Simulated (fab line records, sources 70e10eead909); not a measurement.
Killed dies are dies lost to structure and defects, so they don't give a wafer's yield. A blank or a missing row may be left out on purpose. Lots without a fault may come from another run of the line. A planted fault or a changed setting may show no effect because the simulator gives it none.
Chamber matching | flow nand_harc | NHARC_A_CONTACT_DESCUM_13 on rie_diel-07: 4 sister chambers
The step chemistry O2, time 3 s. 27 wafers are shown with their chamber, then 12 later ones without.

WAFERS WITH THEIR CHAMBER
wafer  | chamber | showerhead_plenum_p_Torr (Torr) | drypump_motor_current_A (A) | oes_product_au (a.u.)
L076.1 | 2       | 1.84                            | 5.09                        | 0.999
L076.2 | 3       | 2.08                            | 5.76                        | 1.004
L076.6 | 3       | 2.07                            | 5.75                        | 1.006
L078.1 | 3       | 2.07                            | 5.77                        | 1.015
L078.3 | 0       | 2.02                            | 5.73                        | 0.993
L078.6 | 0       | 2.02                            | 5.73                        | 0.996
L080.1 | 2       | 1.84                            | 5.07                        | 1.007
L080.2 | 3       | 2.07                            | 5.74                        | 0.997
L080.5 | 0       | 2.02                            | 5.72                        | 0.992
L081.1 | 0       | 2.02                            | 5.74                        | 0.995
L081.4 | 1       | 1.78                            | 5.92                        | 0.994
L081.5 | 1       | 1.78                            | 5.90                        | 0.992
L082.3 | 1       | 1.78                            | 5.86                        | 1.004
L082.5 | 2       | 1.84                            | 5.10                        | 1.007
L082.6 | 3       | 2.07                            | 5.75                        | 1.009
L085.1 | 0       | 2.02                            | 5.74                        | 1.002
L085.2 | 2       | 1.84                            | 5.10                        | 1.020
L085.4 | 1       | 1.78                            | 5.91                        | 1.000
L084.2 | 1       | 1.78                            | 5.87                        | 1.002
L084.3 | 3       | 2.07                            | 5.74                        | 1.006
L084.4 | 0       | 2.02                            | 5.70                        | 0.990
L087.1 | 3       | 2.07                            | 5.77                        | 1.004
L087.5 | 2       | 1.84                            | 5.09                        | 0.999
L087.6 | 1       | 1.78                            | 5.87                        | 0.995
L091.1 | 1       | 1.78                            | 5.89                        | 1.008
L091.4 | 3       | 2.07                            | 5.77                        | 0.996
L091.6 | 0       | 2.01                            | 5.73                        | 1.006

SIGNATURES (means of the wafers above)
reading                  | chamber 0 | chamber 1 | chamber 2 | chamber 3 | scatter within a chamber
showerhead_plenum_p_Torr | 2.0186    | 1.7800    | 1.8400    | 2.0713    | 0.00274
drypump_motor_current_A  | 5.7271    | 5.8886    | 5.0900    | 5.7562    | 0.0162
oes_product_au           | 0.99629   | 0.99929   | 1.00640   | 1.00462   | 0.00647
Rule: a wafer's distance from a chamber is the root of the sum, over the readings, of the square of ((its reading less the chamber's mean) divided by the reading's scatter). The wafer belongs to the nearest chamber; if the next one is less than 2 further off, it can't be placed. The scatter: the root of (the sum of the squares of (reading less its chamber's mean) over the shown wafers, divided by (wafers less chambers)).

WAFERS WITHOUT THEIR CHAMBER
wafer  | showerhead_plenum_p_Torr (Torr) | drypump_motor_current_A (A) | oes_product_au (a.u.)
L092.1 | 1.78                            | 5.89                        | 0.999
L092.3 | 1.84                            | 5.08                        | 1.002
L092.4 | 2.07                            | 5.73                        | 0.998
L093.1 | 1.84                            | 5.08                        | 1.010
L093.3 | 1.78                            | 5.89                        | 1.010
L093.4 | 2.07                            | 5.77                        | 1.001
L094.2 | 2.07                            | 5.74                        | 0.999
L094.5 | 1.78                            | 5.92                        | 1.018
L094.6 | 1.84                            | 5.09                        | 1.003
L095.1 | 1.83                            | 5.12                        | 1.002
L095.2 | 1.78                            | 5.88                        | 1.015
L095.3 | 2.01                            | 5.70                        | 0.997

WHICH CHAMBER EACH WENT THROUGH
wafer  | from the rows above | in truth
L092.1 | 1                   | 1
L092.3 | 2                   | 2
L092.4 | 3                   | 3
L093.1 | 2                   | 2
L093.3 | 1                   | 1
L093.4 | 3                   | 3
L094.2 | 3                   | 3
L094.5 | 1                   | 1
L094.6 | 2                   | 2
L095.1 | 2                   | 2
L095.2 | 1                   | 1
L095.3 | 0                   | 0
Placed correctly: 12 of 12. Can't be placed from these rows: 0. Placed wrongly: 0.
